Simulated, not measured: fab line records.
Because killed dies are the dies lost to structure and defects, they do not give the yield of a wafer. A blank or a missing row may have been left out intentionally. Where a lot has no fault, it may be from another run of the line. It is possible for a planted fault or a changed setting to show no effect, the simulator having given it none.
fab line records    flow n5-finfet
record: lots: 7  wafers: 21
route steps=1938 shown PASSIVATION@1931
start-h: start of the lot's first displayed wafer, in hours after the record's first day    wait-h: time in hours since the lot's previous step    " identical to the entry in the row above    L1.1+2: a row that stands for several wafers    - either no value or no given start    * or withheld: withheld    < > ~ a bound
route shown NAME@n: a module of which the file shows steps, and the number in the route of the first    usual: mean and standard deviation over wafers with no fault    same: alike in all rows    chamber/n: place in a boat    sites: readings site by site    _std_site: the values' standard deviation    _edge_site: mean of outer sites minus mean of inner sites    radius-mm: for every site, how far away it sits from the centre of the wafer    mask NAME#n: copy n    behind: tool/chamber where the wafer was last shaped    hold: the reason the lot was held/the length of the hold in hours/how it ended    device: whichever transistor did not switch (one of n, p or np)    end of line: the same wafers' tests at the end of the route    a step with no rows: only its recipe    killed: at the first sort, the dies lost to defects and structure; wafer yield is something else    map: per-die view of a wafer (x killed, . not killed, _ where there is no die)
set.NAME: the setting the step ran with; set.NAME@STEP: the setting that earlier step ran with    model.NAME: the simulator's own value behind a step, which no gauge read
lots run with intentionally changed settings; tables by step, rows by wafer
== steps ==
step: N5_PASSIVATION_STRIP_48
recipe: chemistry: O2  power-w: 600  temp-c: 60  pressure-mtorr: 30  rf-frequency-hz: 6e+07  bias-power-w: 0  overash-fraction: 0.5  o2-flow-sccm: 225
lot.wafer   tool         chamber  start-h  wait-h  set.temp-c
L074.2      rie-diel-06  0        268.06   0.1     57.05
L074.3+6    "            1,0      "        "       60
L075.1+4+6  rie-diel-03  0,1,2    284.30   0.1     60
L086.3+5+6  rie-diel-06  0,1,2    336.52   0.1     60
L088.2+6    rie-diel-06  1,3      344.81   0.1     60
L088.3      "            0        "        "       62.58
L089.1+4    rie-diel-03  3,2      363.94   0.1     60
L089.6      "            2        "        "       56.69
L096.1+2+6  rie-diel-06  1,0,0    397.18   0.1     60
L095.1+4    rie-diel-06  0,1      403.77   0.1     60
L095.3      "            2        "        "       62.87
step: N5_PASSIVATION_STRIP_52
recipe: chemistry: post-etch-residue-remover  time-s: 1200  temp-c: 72.5
step: N5_PASSIVATION_CLEAN_71
recipe: chemistry: IPA  time-s: 180  temp-c: 25
step: N5_PASSIVATION_SRD_72
recipe: dry: ipa-marangoni  time-s: 30  temp-c: 23  rinse-liquid: diw
step: N5_PASSIVATION_ANNEAL_56
recipe: temp-c: 400  time-s: 1800  ambient: FGA  idle-temp-c: 300  ramp-up-c-per-min: 5  ramp-down-c-per-min: 3
step: N5_PASSIVATION_PROBE_49
usual: defect-limited-yield: 91.6/1.6  killed_at_M0_to_M3: 31/10  killed_at_M4_up: 14/6.3  killed-at-contacts: 12/6.1  killed-at-front-end: 39/12  killed-at-other: 3.7/2.8  killed-dies: 100/19  killed-open: 66/14  killed-short: 33/8.1  sort_bin_5_function: 5.0/1.1  sort_bin_6_memory: 3.2/0.66  sort_bin_8_speed: 0.01/0.077  sort-n-pass: 1080/18  sort-yield-pct: 91.6/1.6
same: gross-dies: 1180  killed-at-back-side: 0  sort_bin_4_leakage[%]: 0
lot.wafer  tool       chamber  start-h  wait-h  set.bias-w@PASSIVATION_ETCH_54  defect-limited-yield[%]  killed_at_M0_to_M3  killed_at_M4_up  killed-at-contacts  killed-at-front-end  killed-at-other  killed-dies  killed-open  killed-short  sort_bin_5_function[%]  sort_bin_6_memory[%]  sort_bin_8_speed[%]  sort-n-pass  sort-yield-pct[%]
L074.2     prober-01  -        270.60   0.1     170                             53.8                     39                  26               12                  463                  5                545          94           37            42.0                    4.0                   0                    635          53.8
L074.3     prober-01  -        270.65   0.1     170                             61.4                     30                  41               11                  372                  2                456          91           29            35.2                    3.2                   0.08                 724          61.4
L074.6     prober-01  -        270.80   0.3     145.2                           89.2                     51                  24               10                  39                   4                128          78           35            6.4                     3.7                   0                    1052         89.2
L075.1     prober-01  -        286.79   0.0     170                             90.2                     64                  12               9                   25                   6                116          69           45            6.0                     3.6                   0                    1064         90.2
L075.4     prober-01  -        286.94   0.2     170                             91.7                     29                  13               16                  35                   5                98           64           33            4.2                     3.8                   0                    1082         91.7
L075.6     prober-01  -        287.04   0.3     170                             90.8                     43                  19               11                  30                   5                108          69           37            5.3                     3.4                   0                    1072         90.8
L086.3     prober-02  -        339.11   0.1     170                             90.5                     38                  12               11                  46                   5                112          64           41            6.4                     2.7                   0                    1068         90.5
L086.5     prober-02  -        339.21   0.2     170                             88.7                     20                  19               6                   85                   3                133          67           32            7.2                     3.9                   0                    1047         88.7
L086.6     prober-02  -        339.26   0.3     170                             90.8                     30                  18               3                   54                   3                108          57           36            4.9                     3.9                   0                    1072         90.8
L088.2     prober-02  -        347.35   0.1     179.4                           90.2                     27                  25               2                   59                   3                116          54           33            4.8                     3.2                   0                    1064         90.2
L088.3     prober-02  -        347.40   0.1     179.4                           91.1                     32                  10               14                  46                   3                105          69           33            5.7                     2.9                   0                    1075         91.1
L088.6     prober-02  -        347.55   0.3     170                             92.6                     19                  14               9                   43                   2                87           58           27            4.9                     2.1                   0                    1093         92.6
L089.1     prober-02  -        366.44   0.0     193.6                           72.0                     28                  14               6                   281                  1                330          63           34            24.7                    3.1                   0                    850          72.0
L089.4     prober-02  -        366.59   0.2     193.6                           81.1                     40                  21               16                  143                  3                223          114          24            14.3                    4.5                   0                    957          81.1
L089.6     prober-02  -        366.69   0.3     193.6                           91.5                     16                  13               6                   64                   1                100          75           23            5.3                     3.1                   0                    1080         91.5
L096.1     prober-01  -        399.69   0.0     191.6                           90.4                     19                  10               20                  61                   3                113          54           22            3.9                     2.5                   0.76                 1058         89.7
L096.2     prober-01  -        399.74   0.1     170                             92.3                     26                  8                20                  25                   12               91           57           33            4.2                     3.3                   0                    1089         92.3
L096.6     prober-01  -        399.94   0.3     170                             90.9                     27                  8                18                  43                   11               107          71           34            5.8                     3.1                   0                    1073         90.9
L095.1     prober-02  -        406.38   0.0     149.3                           91.9                     25                  14               22                  28                   6                95           59           31            4.5                     3.0                   0                    1085         91.9
L095.3     prober-02  -        406.48   0.1     149.3                           48.9                     17                  19               18                  543                  6                603          57           22            48.1                    2.4                   0                    577          48.9
L095.4     prober-02  -        406.53   0.2     170                             91.4                     21                  14               14                  50                   2                101          53           21            5.9                     2.5                   0                    1079         91.4
killed by level:class
L074.2 SD_EPI_N:area-etch=414 FIN_SAQP:geometric-particle:open=19 BEOL_M3:geometric-particle:open=13 BEOL_M4:geometric-particle:open=12 MOL_CONTACT_COAG:geometric-particle:open=10 BEOL_M1:geometric-particle:open=10 FIN_SAQP:geometric-particle:short=8 STI_FIN_REVEAL:geometric-particle:open=8
L074.3 SD_EPI_N:area-etch=328 BEOL_M4:geometric-particle:open=23 FIN_SAQP:geometric-particle:open=10 MOL_CONTACT_COAG:geometric-particle:open=9 BEOL_M3:geometric-particle:open=9 STI_FIN_REVEAL:geometric-particle:open=8 BEOL_M4:geometric-particle:short=8 BEOL_M1:geometric-particle:open=6
L074.6 BEOL_M3:geometric-particle:open=26 BEOL_M4:geometric-particle:open=15 FIN_SAQP:geometric-particle:short=10 SDB:area-expose=10 MOL_CONTACT_COAG:geometric-particle:open=7 BEOL_M1:geometric-particle:open=7 BEOL_M0_SAQP:geometric-particle:short=6 FIN_SAQP:geometric-particle:open=5
L075.1 BEOL_M0_SAQP:geometric-particle:short=20 BEOL_M0_SAQP:geometric-particle:open=13 BEOL_M3:geometric-particle:open=10 STI_FIN_REVEAL:geometric-particle:open=7 MOL_CONTACT_COAG:geometric-particle:open=6 BEOL_M1:geometric-particle:open=6 GATE_CUT:geometric-particle:short=5 BEOL_M2:geometric-particle:open=4
L075.4 MOL_CONTACT_COAG:geometric-particle:open=12 BEOL_M0_SAQP:geometric-particle:open=10 BEOL_M0_SAQP:geometric-particle:short=10 FIN_SAQP:geometric-particle:short=8 STI_FIN_REVEAL:geometric-particle:open=7 BEOL_M4:geometric-particle:open=7 FIN_SAQP:geometric-particle:open=5 BEOL_M2:geometric-particle:open=4
L075.6 BEOL_M0_SAQP:geometric-particle:open=12 BEOL_M0_SAQP:geometric-particle:short=11 BEOL_M3:geometric-particle:open=9 MOL_CONTACT_COAG:geometric-particle:open=8 FIN_SAQP:geometric-particle:open=5 BEOL_M1:geometric-particle:open=5 BEOL_M4:geometric-particle:open=5 DUMMY_GATE:geometric-particle:open=4
L086.3 GATE_CUT:geometric-particle:short=10 FIN_SAQP:geometric-particle:short=9 BEOL_M0_SAQP:geometric-particle:short=8 MOL_CONTACT_COAG:geometric-particle:open=8 BEOL_M2:geometric-particle:open=7 BEOL_M1:geometric-particle:open=6 BEOL_M3:geometric-particle:open=5 FIN_SAQP:geometric-particle:open=4
L086.5 WELL_APT:area-peb=31 FIN_SAQP:geometric-particle:open=11 STI_FIN_REVEAL:geometric-particle:open=9 FIN_SAQP:geometric-particle:short=8 BEOL_M3:geometric-particle:open=7 GATE_CUT:geometric-particle:open=6 GATE_CUT:geometric-particle:short=6 MOL_CONTACT_COAG:geometric-particle:open=6
L086.6 WELL_APT:area-peb=12 GATE_CUT:geometric-particle:short=11 BEOL_M2:geometric-particle:open=10 FIN_SAQP:geometric-particle:short=8 BEOL_M4:geometric-particle:open=7 GATE_CUT:geometric-particle:open=6 BEOL_M0_SAQP:geometric-particle:open=5 DUMMY_GATE:geometric-particle:open=4
L088.2 WELL_APT:area-peb=19 BEOL_M4:geometric-particle:open=16 FIN_SAQP:geometric-particle:short=7 BEOL_M0_SAQP:geometric-particle:short=7 SDB:area-expose=7 ILD0:geometric-particle:open=6 BEOL_M0_SAQP:geometric-particle:open=6 DUMMY_GATE:geometric-particle:open=4
L088.3 STI_FIN_REVEAL:geometric-particle:open=14 MOL_CONTACT_COAG:geometric-particle:open=11 BEOL_M0_SAQP:geometric-particle:open=10 BEOL_M0_SAQP:geometric-particle:short=7 BEOL_M3:geometric-particle:open=7 ILD0:geometric-particle:open=6 ILD0:geometric-particle:short=6 BEOL_M4:geometric-particle:open=6
L088.6 DUMMY_GATE:geometric-particle:open=9 FIN_SAQP:geometric-particle:short=7 STI_FIN_REVEAL:geometric-particle:open=6 ILD0:geometric-particle:open=6 MOL_CONTACT_COAG:geometric-particle:open=6 FIN_SAQP:geometric-particle:open=5 BEOL_M2:geometric-particle:open=5 BEOL_M0_SAQP:geometric-particle:open=4
L089.1 SDB:area-expose=233 BEOL_M0_SAQP:geometric-particle:open=10 STI_FIN_REVEAL:geometric-particle:open=7 BEOL_M2:geometric-particle:open=7 FIN_SAQP:geometric-particle:open=5 FIN_SAQP:geometric-particle:short=5 DUMMY_GATE:geometric-particle:open=5 GATE_CUT:geometric-particle:short=5
L089.4 SDB:area-expose=83 FIN_SAQP:geometric-particle:open=17 MOL_CONTACT_COAG:geometric-particle:open=14 BEOL_M3:geometric-particle:open=11 BEOL_M4:geometric-particle:open=11 STI_FIN_REVEAL:geometric-particle:open=10 GATE_CUT:geometric-particle:open=9 BEOL_M0:geometric-particle:open=7
L089.6 FIN_SAQP:geometric-particle:open=14 STI_FIN_REVEAL:geometric-particle:open=9 DUMMY_GATE:geometric-particle:open=8 GATE_CUT:geometric-particle:open=7 MOL_CONTACT_COAG:geometric-particle:open=6 GATE_CUT:geometric-particle:short=5 BEOL_M1:geometric-particle:open=5 FIN_SAQP:geometric-particle:short=4
L096.1 SDB:area-expose=34 MOL_CONTACT_COAG:geometric-particle:open=15 FIN_SAQP:geometric-particle:open=6 BEOL_M0_SAQP:geometric-particle:open=6 FIN_SAQP:geometric-particle:short=5 MOL_CONTACT_COAG:geometric-particle:short=5 STI_FIN_REVEAL:geometric-particle:open=4 BEOL_M0_SAQP:geometric-particle:short=3
L096.2 MOL_CONTACT_COAG:geometric-particle:open=14 BEOL_M0_SAQP:geometric-particle:short=8 MOL_CONTACT_COAG:geometric-particle:short=6 FIN_SAQP:geometric-particle:open=5 BEOL_M0_SAQP:geometric-particle:open=5 BEOL_M3:geometric-particle:open=5 STARTING-WAFER:geometric-particle:open=5 BEOL_M1:geometric-particle:open=4
L096.6 MOL_CONTACT_COAG:geometric-particle:open=13 FIN_SAQP:geometric-particle:open=8 STI_FIN_REVEAL:geometric-particle:open=7 GATE_CUT:geometric-particle:short=7 BEOL_M0_SAQP:geometric-particle:short=7 BEOL_M1:geometric-particle:open=7 BEOL_M0_SAQP:geometric-particle:open=6 MOL_CONTACT_COAG:geometric-particle:short=5
L095.1 MOL_CONTACT_COAG:geometric-particle:open=18 BEOL_M0_SAQP:geometric-particle:short=9 BEOL_M4:geometric-particle:open=7 STI_FIN_REVEAL:geometric-particle:open=4 MOL_CONTACT_COAG:geometric-particle:short=4 BEOL_M2:geometric-particle:open=4 STARTING-WAFER:geometric-particle:short=4 FIN_SAQP:geometric-particle:open=3
L095.3 SD_EPI_N:area-etch=523 MOL_CONTACT_COAG:geometric-particle:open=13 BEOL_M4:geometric-particle:open=7 STI_FIN_REVEAL:geometric-particle:open=6 DUMMY_GATE:geometric-particle:open=5 MOL_CONTACT_COAG:geometric-particle:short=5 BEOL_M1:geometric-particle:open=5 BEOL_M5:geometric-particle:open=5
L095.4 SDB:area-expose=20 MOL_CONTACT_COAG:geometric-particle:open=12 BEOL_M4:geometric-particle:open=7 BEOL_M0_SAQP:geometric-particle:short=5 SD_EPI_N:area-etch=5 FIN_SAQP:geometric-particle:open=4 BEOL_M2:geometric-particle:open=4 FIN_SAQP:geometric-particle:short=3
== key ==
split: step: N5_PASSIVATION_STRIP_48  setting: temp-c  stated: 60  by: wafer
response none clear
split outside-this-file step=N5_PASSIVATION_ETCH_54 setting=bias-w
split outside-this-file: this setting was split too, and the file shows its column; the key of that split is in another file
